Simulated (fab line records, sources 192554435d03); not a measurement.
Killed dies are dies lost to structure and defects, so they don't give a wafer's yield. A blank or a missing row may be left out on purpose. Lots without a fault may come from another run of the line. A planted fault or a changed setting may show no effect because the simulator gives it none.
Split-lot experiment | flow n5_finfet | 7 lots, 21 wafers read, on a route of 1938 steps

THE SPLIT
At N5_SD_EPI_N_ETCH_45 (etches SiOCN in CH3F/O2, target depth 6 nm), the setting target_depth_a was moved away from the recipe's 60 angstrom on 5 of the 21 wafers read, by -9.9% to +6.4%. The other wafers ran this setting at the recipe's value.

The reading is taken at the split's own step.

THE READING
etch.depth_nm (the simulator's own value, which no gauge read), in nm, at N5_SD_EPI_N_ETCH_45 (etches SiOCN in CH3F/O2, target depth 6 nm). The file gives no usual value for it. The 16 wafers here that ran the recipe average 6.038 nm, standard deviation 0.1 nm.

wafer  | tool, chamber at the split | target_depth_a as run, angstrom | against the recipe | etch.depth_nm, nm | against lot-mates on the recipe
L074.2 | rie_diel-01, 3             | 60                              | recipe             | 5.958             | -
L074.5 | rie_diel-01, 3             | 60                              | recipe             | 5.941             | -
L074.6 | rie_diel-01, 2             | 60                              | recipe             | 5.937             | -
L077.1 | rie_diel-03, 2             | 60                              | recipe             | 5.881             | -
L077.3 | rie_diel-03, 1             | 60                              | recipe             | 6.166             | -
L077.4 | rie_diel-03, 3             | 62.47                           | +4.1%              | 6.362             | +0.338
L079.3 | rie_diel-01, 2             | 60                              | recipe             | 5.971             | -
L079.5 | rie_diel-01, 1             | 56.91                           | -5.2%              | 5.83              | -0.165
L079.6 | rie_diel-01, 2             | 60                              | recipe             | 6.018             | -
L080.2 | rie_diel-05, 0             | 60                              | recipe             | 6.016             | -
L080.3 | rie_diel-05, 1             | 63.84                           | +6.4%              | 6.214             | +0.212
L080.5 | rie_diel-05, 0             | 60                              | recipe             | 5.988             | -
L090.4 | rie_diel-03, 3             | 60                              | recipe             | 6.143             | -
L090.5 | rie_diel-03, 1             | 60                              | recipe             | 6.141             | -
L090.6 | rie_diel-03, 2             | 60                              | recipe             | 5.895             | -
L093.3 | rie_diel-01, 1             | 60                              | recipe             | 6.126             | -
L093.5 | rie_diel-01, 2             | 54.05                           | -9.9%              | 5.474             | -0.652
L093.6 | rie_diel-01, 3             | 54.05                           | -9.9%              | 5.571             | -0.555
L097.1 | rie_diel-01, 3             | 60                              | recipe             | 6.183             | -
L097.3 | rie_diel-01, 2             | 60                              | recipe             | 6.122             | -
L097.4 | rie_diel-01, 1             | 60                              | recipe             | 6.116             | -

THE FIT
A straight line over all 21 wafers: etch.depth_nm changes by +0.0488 nm for each +1% of target_depth_a; r = +0.87; the points scatter about the line by 0.1 nm.
The same after taking each lot's own level away (the mean of its wafers on the recipe; 21 wafers): +0.0553 nm for each +1%; r = +0.92; scatter 0.087 nm.
On that fit, the largest move of target_depth_a shifts the reading by 0.55 nm.
The lots' own levels span 5.9453 to 6.1403 nm, that is 2.0 times the standard deviation above.
So the lot-to-lot level changes the slope: the two fits differ.
Check: with one of the wafers moved furthest among these (-9.9%) left out of the fit, the line predicts -0.492 nm for it against its lot-mates. It came out at -0.652 nm against them.

OTHER SPLITS ON THESE WAFERS
These wafers also went through other splits before the reading. Each is held against what the fit with the lots' levels taken away leaves over:
other split on the same wafers            | wafers away from the commonest value | r with etch.depth_nm (lot level and that fit taken away)
N5_ZERO_LAYER_EXPOSE_08 dose_mj           | 5                                    | +0.23
N5_ZERO_LAYER_DESCUM_16 time_s            | 3                                    | +0.06
N5_PMOS_HMC_CHANNEL_EPI_HM_DEP_34 time_s  | 8                                    | -0.23
N5_PMOS_HMC_CHANNEL_EPI_EXPOSE_06 dose_mj | 5                                    | +0.08
N5_FIN_SAQP_MANDREL_ETCH_22 icp_w         | 10                                   | -0.21
N5_FIN_CUT_COAT_19 spin_rpm               | 7                                    | +0.20
N5_DUMMY_GATE_COAT_35 spin_rpm            | 7                                    | +0.28

THE FILE'S OWN FIT
etch.depth_nm changes by +0.0525 nm for each +1% of target_depth_a, r = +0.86.
